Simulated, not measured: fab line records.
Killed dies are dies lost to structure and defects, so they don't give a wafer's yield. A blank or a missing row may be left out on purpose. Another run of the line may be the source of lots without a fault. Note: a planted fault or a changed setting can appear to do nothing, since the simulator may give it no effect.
Lot-split experiment -- flow n5_finfet -- 7 lots, 39 wafers read, on a route of 1938 steps

## ON THE SPLIT
At N5_GATE_CUT_ETCH_56 (etches TiN in Cl2/Ar, target depth 21.6 nm), the setting target_depth_a was moved away from the recipe's 216 angstrom on 15 of the 39 wafers read, by -9.2% to +10.2%. This setting was run at the recipe's value on the other wafers.

Reading taken at the split's own step.

## THE READING
etch.depth_nm (the simulator's own value, which no gauge read), in nm, at N5_GATE_CUT_ETCH_56 (etches TiN in Cl2/Ar, target depth 21.6 nm). There is no usual value for it anywhere in the file. Average 21.91 nm, standard deviation 0.2 nm, over the 24 wafers here run with the recipe.

wafer,"tool, chamber at the split","target_depth_a as run, angstrom",against the recipe,"etch.depth_nm, nm",against lot-mates on the recipe
L074.1,"rie_metal-01, 0",196.1,-9.2%,19.85,-2.04
L074.2,"rie_metal-01, 1",196.1,-9.2%,19.89,-2.00
L074.3,"rie_metal-01, 1",216,recipe,21.87,-
L074.4,"rie_metal-01, 0",196.1,-9.2%,19.83,-2.06
L074.5,"rie_metal-01, 1",216,recipe,21.92,-
L074.6,"rie_metal-01, 0",216,recipe,21.89,-
L081.1,"rie_metal-03, 1",216,recipe,21.89,-
L081.2,"rie_metal-03, 0",216,recipe,21.76,-
L081.3,"rie_metal-03, 0",197.8,-8.4%,20.07,-1.68
L081.4,"rie_metal-03, 1",197.8,-8.4%,19.86,-1.89
L081.5,"rie_metal-03, 1",197.8,-8.4%,20.03,-1.72
L081.6,"rie_metal-03, 0",216,recipe,21.6,-
L089.1,"rie_metal-02, 1",216,recipe,22.03,-
L089.2,"rie_metal-02, 0",216,recipe,21.45,-
L089.3,"rie_metal-02, 1",238,+10.2%,24.29,+2.46
L089.4,"rie_metal-02, 0",238,+10.2%,23.43,+1.60
L089.5,"rie_metal-02, 1",216,recipe,22.02,-
L089.6,"rie_metal-02, 0",238,+10.2%,23.71,+1.88
L090.2,"rie_metal-03, 0",216,recipe,21.79,-
L090.4,"rie_metal-03, 0",216,recipe,21.77,-
L090.6,"rie_metal-03, 1",216,recipe,21.66,-
L092.1,"rie_metal-02, 0",216,recipe,21.46,-
L092.2,"rie_metal-02, 1",216,recipe,22.13,-
L092.3,"rie_metal-02, 1",216,recipe,21.86,-
L092.4,"rie_metal-02, 0",225.6,+4.4%,22.32,+0.50
L092.5,"rie_metal-02, 1",225.6,+4.4%,23.05,+1.23
L092.6,"rie_metal-02, 0",225.6,+4.4%,22.28,+0.46
L093.1,"rie_metal-03, 0",216,recipe,22.15,-
L093.2,"rie_metal-03, 1,0",216,recipe,22.16,-
L093.5,"rie_metal-03, 1,0",216,recipe,22.16,-
L093.3,"rie_metal-03, 0",216,recipe,22.04,-
L093.4,"rie_metal-03, 1",216,recipe,22.06,-
L093.6,"rie_metal-03, 1",216,recipe,22.13,-
L095.1,"rie_metal-03, 0,1",216,recipe,21.98,-
L095.6,"rie_metal-03, 0,1",216,recipe,21.98,-
L095.2,"rie_metal-03, 1",228.1,+5.6%,23.2,+1.22
L095.3,"rie_metal-03, 1",228.1,+5.6%,23.08,+1.10
L095.4,"rie_metal-03, 0",228.1,+5.6%,23.16,+1.18
L095.5,"rie_metal-03, 0",216,recipe,21.99,-
When a row names more than one chamber, that row covers several wafers, and the file does not tell which wafer ran in which chamber.

FIT RESULTS
A straight line over all 39 wafers: etch.depth_nm changes by +0.207 nm for each +1% of target_depth_a; r = +0.97; the points scatter about the line by 0.24 nm.
The same after taking each lot's own level away (the mean of its wafers on the recipe; 39 wafers): +0.205 nm for each +1%; r = +0.98; scatter 0.2 nm.
That fit puts the effect of the largest move of target_depth_a on the reading at 2.1 nm.
Across the lots, their own levels run from 21.740 to 22.117 nm, a range of 1.8 times the standard deviation given above.
Hence the lot-to-lot level has little effect on the slope; both slopes agree.
Check: +1.99 nm against its lot-mates is what the line predicts for one of the wafers moved furthest among these (+10.2%) when that wafer is left out of the fit. It came out at +2.46 nm against them.

## THESE WAFERS: OTHER SPLITS
These wafers also went through other splits before the reading. Each is held against what the fit with the lots' levels taken away leaves over:
other split on the same wafers,wafers away from the commonest value,r with etch.depth_nm (lot level and that fit taken away)
N5_FIN_SAQP_MANDREL_ETCH_22 icp_w,15,+0.03
N5_HKMG_FIN_ETCH_35 time_s,15,-0.01

## FILE'S OWN FIT
etch.depth_nm changes by +0.204 nm for each +1% of target_depth_a, r = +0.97.
